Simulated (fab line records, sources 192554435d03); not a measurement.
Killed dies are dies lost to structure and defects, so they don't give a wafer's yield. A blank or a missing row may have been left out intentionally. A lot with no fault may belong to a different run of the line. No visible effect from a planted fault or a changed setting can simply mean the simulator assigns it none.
Matching of chambers	flow n5 finfet	rie diel-04 running N5_BEOL_M11_DESCUM_16: 4 sister chambers
The step chemistry O2, time 7.9 s. 22 wafers are shown with their chamber, then 11 later ones without.

WAFERS WITH THEIR CHAMBER
wafer	chamber	showerhead plenum p Torr (Torr)	drypump motor current A (A)	throttle valve pct (%)
L076.1	0	1.96	6.3	20.58
L076.4	3	2.18	5.9	20.55
L076.5	1	2.16	6.0	20.45
L077.1	3	2.18	6.0	20.55
L077.3	1	2.16	6.0	20.45
L077.5	0	1.95	6.3	20.59
L081.1	1	2.16	6.0	20.48
L081.3	3	2.18	6.0	20.55
L081.5	1	2.16	6.0	20.47
L082.2	0	1.95	6.3	20.60
L082.3	2	2.08	5.4	20.39
L082.5	0	1.95	6.3	20.61
L080.2	3	2.18	6.0	20.56
L080.3	0	1.95	6.3	20.61
L080.6	0	1.95	6.3	20.61
L083.2	3	2.18	5.9	20.58
L083.3	0	1.95	6.4	20.62
L083.6	0	1.95	6.4	20.62
L084.1	2	2.08	5.4	20.40
L084.5	3	2.18	5.9	20.58
L084.6	1	2.16	6.1	20.49
L085.2	1	2.16	6.0	20.47

SIGNATURES (averages over the wafers above)
reading	chamber 0	chamber 1	chamber 2	chamber 3	scatter within a chamber
showerhead plenum p Torr	1.9512	2.1600	2.0800	2.1800	0.0022
drypump motor current A	6.325	6.017	5.400	5.950	0.0461
throttle valve pct	20.6050	20.4683	20.3950	20.5617	0.0146
Rule: distance of a wafer from a chamber = root of the sum over the readings of ((wafer's reading minus chamber's mean) / reading's scatter) squared. If the next closest chamber is less than 2 further off than the closest, the wafer can't be placed; otherwise it belongs to the closest. The scatter: take each reading less its chamber's mean, square it, sum over the shown wafers, divide by the number of wafers less the number of chambers, and take the root.

WAFERS WITHOUT THEIR CHAMBER
wafer	showerhead plenum p Torr (Torr)	drypump motor current A (A)	throttle valve pct (%)
L085.3	2.08	5.4	20.41
L085.4	2.16	6.0	20.49
L089.1	2.07	5.4	20.43
L089.2	2.17	5.9	20.59
L089.3	2.15	6.0	20.49
L092.1	2.15	6.0	20.52
L092.2	2.07	5.4	20.42
L092.4	2.17	6.0	20.59
L096.4	2.21	6.4	20.27
L096.5	2.07	5.4	20.43
L096.6	2.17	5.9	20.61

WHICH CHAMBER EACH ONE RAN IN
wafer	from the rows above	in truth
L085.3	2	2
L085.4	1	1
L089.1	2	2
L089.2	3	3
L089.3	1	1
L092.1	1	1
L092.2	2	2
L092.4	3	3
L096.4	can't be placed: 3 or 1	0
L096.5	2	2
L096.6	3	3
10 of 11 placed correctly. From these rows, 1 cannot be placed; in 0 the true chamber is one of the candidates. Wrongly placed: 0.
